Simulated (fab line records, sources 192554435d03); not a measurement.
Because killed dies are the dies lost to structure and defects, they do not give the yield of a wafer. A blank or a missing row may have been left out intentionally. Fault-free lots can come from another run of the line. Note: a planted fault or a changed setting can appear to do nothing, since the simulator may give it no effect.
Chamber matching -- flow n5_finfet -- N5_BEOL_M7_DEP_56 on pecvd-02 has 3 sister chambers
The step deposits SiCN from 3MS/NH3, target thk 10 nm, time 17.5 s. 3 wafers are shown with their chamber, then 8 later ones without.

== WAFERS PAIRED WITH THEIR CHAMBERS ==
wafer,chamber,showerhead_plenum_p_Torr (Torr)
L083.3,1,3.679
L084.6,0,3.642
L086.1,2,3.639

== WAFERS WITH NO CHAMBER GIVEN ==
wafer,showerhead_plenum_p_Torr (Torr)
L086.4,3.681
L086.5,3.646
L092.2,3.644
L092.3,3.639
L092.6,3.642
L096.3,3.634
L096.4,3.669
L096.5,3.644

== EACH ONE'S CHAMBER ==
wafer,from the rows above,in truth
L086.4,1,1
L086.5,can't be placed: 0 or 2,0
L092.2,can't be placed: 0 or 2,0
L092.3,can't be placed: 2 or 0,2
L092.6,can't be placed: 0 or 2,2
L096.3,can't be placed: 2 or 0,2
L096.4,1,1
L096.5,can't be placed: 0 or 2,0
2 of 8 placed correctly. Unplaceable from these rows: 6, with the true chamber sitting among the candidates in 6. Number placed wrongly: 0.
How it was worked out, from the rows above alone: a wafer's distance from a chamber is the root of the sum, over the readings, of the square of ((its reading less the chamber's mean) divided by the reading's scatter). The wafer belongs to the nearest chamber; if the next one is less than 2 further off, it can't be placed. For every chamber, the mean is computed from those of its wafers that are shown. The scatter (one wafer shown for each chamber): square how far every hidden wafer sits from the nearest shown wafer, average those squares and take the square root.
